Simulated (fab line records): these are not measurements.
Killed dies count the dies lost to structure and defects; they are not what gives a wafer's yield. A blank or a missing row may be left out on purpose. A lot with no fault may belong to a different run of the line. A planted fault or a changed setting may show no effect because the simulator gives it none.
Which of the tools did it? || flow n5-finfet || 12 lots, 36 wafers sampled, at 2 steps of a route of 1938

## WHAT EACH GAUGE READ, for each wafer
N5_BEOL_M1_OCD_MEAS_38.
{"lot": "L076", "measured": "day 7 06:32", "on": "ocd-02", "trench-depth-nm (nm)": "54.6 56.2 57.7"}
{"lot": "L077", "measured": "day 7 08:40", "on": "ocd-02", "trench-depth-nm (nm)": "55.3 55.8 55.4"}
{"lot": "L079", "measured": "day 7 12:00", "on": "ocd-02", "trench-depth-nm (nm)": "56.1 56.4 55.4"}
{"lot": "L081", "measured": "day 8 13:14", "on": "ocd-01", "trench-depth-nm (nm)": "54.4 56.1 56.6"}
{"lot": "L083", "measured": "day 8 21:54", "on": "ocd-02", "trench-depth-nm (nm)": "55.5 54.4 54.5"}
{"lot": "L086", "measured": "day 9 16:10", "on": "ocd-02", "trench-depth-nm (nm)": "55.5 54.3 55.3"}
{"lot": "L087", "measured": "day 10 04:15", "on": "ocd-02", "trench-depth-nm (nm)": "56.6 54.8 56.8"}
{"lot": "L089", "measured": "day 11 05:05", "on": "ocd-01", "trench-depth-nm (nm)": "56.3 54.6 56.5"}
{"lot": "L091", "measured": "day 11 08:31", "on": "ocd-02", "trench-depth-nm (nm)": "53.8 55.7 54.3"}
{"lot": "L093", "measured": "day 11 15:10", "on": "ocd-01", "trench-depth-nm (nm)": "54.9 54.9 54.5"}
{"lot": "L095", "measured": "day 12 05:52", "on": "ocd-02", "trench-depth-nm (nm)": "54.4 55.0 53.6"}
{"lot": "L097", "measured": "day 12 10:52", "on": "ocd-02", "trench-depth-nm (nm)": "54.9 55.1 55.5"}

## WHAT TOOL EACH LOT RAN ON (gives the tool, then ch and the chambers of the sampled wafers, and finally the start)
{"lot": "L076", "N5_BEOL_M1_VIA_ETCH_34": "rie-diel-01 ch 1,3, day 7 06:16"}
{"lot": "L077", "N5_BEOL_M1_VIA_ETCH_34": "rie-diel-04 ch 0,1, day 7 08:24"}
{"lot": "L079", "N5_BEOL_M1_VIA_ETCH_34": "rie-diel-01 ch 0,1,2, day 7 11:44"}
{"lot": "L081", "N5_BEOL_M1_VIA_ETCH_34": "rie-diel-01 ch 2,3, day 8 12:59"}
{"lot": "L083", "N5_BEOL_M1_VIA_ETCH_34": "rie-diel-04 ch 0,2, day 8 21:39"}
{"lot": "L086", "N5_BEOL_M1_VIA_ETCH_34": "rie-diel-01 ch 2,3, day 9 15:54"}
{"lot": "L087", "N5_BEOL_M1_VIA_ETCH_34": "rie-diel-01 ch 1,3, day 10 03:59"}
{"lot": "L089", "N5_BEOL_M1_VIA_ETCH_34": "rie-diel-05 ch 0,1,2, day 11 04:50"}
{"lot": "L091", "N5_BEOL_M1_VIA_ETCH_34": "rie-diel-01 ch 2,3, day 11 08:15"}
{"lot": "L093", "N5_BEOL_M1_VIA_ETCH_34": "rie-diel-04 ch 0,1, day 11 14:54"}
{"lot": "L095", "N5_BEOL_M1_VIA_ETCH_34": "rie-diel-04 ch 0,1,3, day 12 05:35"}
{"lot": "L097", "N5_BEOL_M1_VIA_ETCH_34": "rie-diel-04 ch 0,1,2, day 12 10:37"}
- N5_BEOL_M1_VIA_ETCH_34: etches the open film in C4F6/O2, target depth 67.8 nm, time 64.4 s.

## THE ANSWER, worked out from the rows above alone
Rule: what is usual is taken from the lots themselves. Put in order of their means at a reading, lots are off if they are a third of the lots or fewer, leave a main group of 4 or more, and stand apart from it by a gap of 3 or more times the standard deviation of the main group's means; of several such gaps the widest counts. The tables above print the reading to a certain number of digits; a main group whose means all agree to those digits is not used. Also off: a lot with no number at a reading for which 4 or more lots have one. All remaining lots with rows at the step are treated as sound.
None of the lots is off at any reading shown; this tells nothing.

## WHAT THE SIMULATOR PUT IN
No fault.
